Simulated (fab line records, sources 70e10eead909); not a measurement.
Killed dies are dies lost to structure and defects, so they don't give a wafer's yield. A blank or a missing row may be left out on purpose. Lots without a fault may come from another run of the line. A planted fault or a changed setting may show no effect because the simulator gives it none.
Which tool did it? | flow nand_harc | 11 lots, 33 wafers sampled, at 4 steps of a route of 1302

WHAT THE GAUGES READ, wafer by wafer
NHARC_A_ZERO_WELL_INSPECT_17.
lot  | measured     | on                | raw_defect_count
L934 | day 6 23:43  | defect_inspect-02 | 7 13 13
L935 | day 7 04:43  | defect_inspect-02 | 11 9 6
L945 | day 11 17:02 | defect_inspect-02 | 296 295 275
L946 | day 11 19:38 | defect_inspect-01 | 297 306 320
L947 | day 12 05:46 | defect_inspect-01 | 8 5 20
L949 | day 12 20:29 | defect_inspect-01 | 19 6 7
L950 | day 13 21:01 | defect_inspect-01 | 9 18 27
L952 | day 14 16:07 | defect_inspect-02 | 15 11 12
L953 | day 15 01:17 | defect_inspect-01 | 17 21 20
L955 | day 15 10:58 | defect_inspect-02 | 13 8 11
L954 | day 15 12:15 | defect_inspect-02 | 9 15 11

WHICH TOOL RAN EACH LOT (tool, then ch and the chambers of the sampled wafers, then the start)
lot  | NHARC_P_BONDPAD_DESCUM_11          | NHARC_P_BONDPAD_ETCH_12                       | NHARC_A_ZERO_WELL_STRIP_14
L934 | rie_diel-08 ch 0,2,3, day 6 18:22  | rie_diel-08 ch 1,3, day 6 22:47 or earlier    | wet_bench-05 ch 5,6,7, day 6 22:47
L935 | rie_diel-11 ch 1,2,3, day 6 23:22  | rie_diel-11 ch 0,1, day 7 03:44 or earlier    | wet_bench-04 ch 4,5,7, day 7 03:44
L945 | rie_diel-08 ch 1,2,3, day 11 11:44 | rie_diel-08 ch 0,2, day 11 16:07 or earlier   | wet_bench-04 ch 2,4,5, day 11 16:07
L946 | rie_diel-08 ch 0,2,3, day 11 14:19 | rie_diel-08 ch 1,2,3, day 11 18:41 or earlier | wet_bench-04 ch 0,5,7, day 11 18:41
L947 | rie_diel-08 ch 0,3, day 12 00:28   | rie_diel-08 ch 1,2,3, day 12 04:50 or earlier | wet_bench-06 ch 0,1,2, day 12 04:50
L949 | rie_diel-08 ch 0,2,3, day 12 15:13 | rie_diel-08 ch 0,2,3, day 12 19:33 or earlier | wet_bench-06 ch 0,2,7, day 12 19:33
L950 | rie_diel-11 ch 1,3, day 13 15:48   | rie_diel-11 ch 1,2, day 13 20:04 or earlier   | wet_bench-05 ch 0,2,5, day 13 20:04
L952 | rie_diel-08 ch 0,1,2, day 14 10:46 | rie_diel-08 ch 1,2,3, day 14 15:08 or earlier | wet_bench-06 ch 0,4,7, day 14 15:08
L953 | rie_diel-04 ch 0,2,3, day 14 19:49 | rie_diel-04 ch 0,1, day 15 00:21 or earlier   | wet_bench-05 ch 2,3,4, day 15 00:21
L955 | rie_diel-08 ch 0,2, day 15 05:43   | rie_diel-08 ch 0,2, day 15 10:02 or earlier   | wet_bench-04 ch 3,4,5, day 15 10:02
L954 | rie_diel-04 ch 0,1,3, day 15 06:57 | rie_diel-04 ch 0,1,2, day 15 11:18 or earlier | wet_bench-05 ch 1,4,5, day 15 11:18
- NHARC_P_BONDPAD_DESCUM_11: chemistry O2, time 3 s.
- NHARC_P_BONDPAD_ETCH_12: etches the open film in CHF3/O2, target depth 200 nm, time 100 s.
- NHARC_A_ZERO_WELL_STRIP_14: strips in SPM, time 900 s.

THE ANSWER, worked out from the rows above alone
Rule: what is usual is taken from the lots themselves. Put in order of their means at a reading, lots are off if they are a third of the lots or fewer, leave a main group of 4 or more, and stand apart from it by a gap of 3 or more times the standard deviation of the main group's means; of several such gaps the widest counts. A main group whose means are all the same, to the digits that the tables above print for the reading, isn't used. A lot without any number at a reading at which 4 lots or more have one is off too. The other lots that the step has rows for count as sound.
Off: L945, L946, at NHARC_A_ZERO_WELL_INSPECT_17 (raw_defect_count). The main group: mean 13, standard deviation 3.4.
A tool fits if, at a process step before that reading, it ran every lot that is off, and no sound lot after the first of them. The gauges at NHARC_A_ZERO_WELL_INSPECT_17 are tried like those tools. NHARC_P_BONDPAD_ETCH_12 gives no start for some lots, so the hours and the order of its lots are those of NHARC_A_ZERO_WELL_STRIP_14. None of those tried fits.

WHAT THE SIMULATOR HAD PUT IN
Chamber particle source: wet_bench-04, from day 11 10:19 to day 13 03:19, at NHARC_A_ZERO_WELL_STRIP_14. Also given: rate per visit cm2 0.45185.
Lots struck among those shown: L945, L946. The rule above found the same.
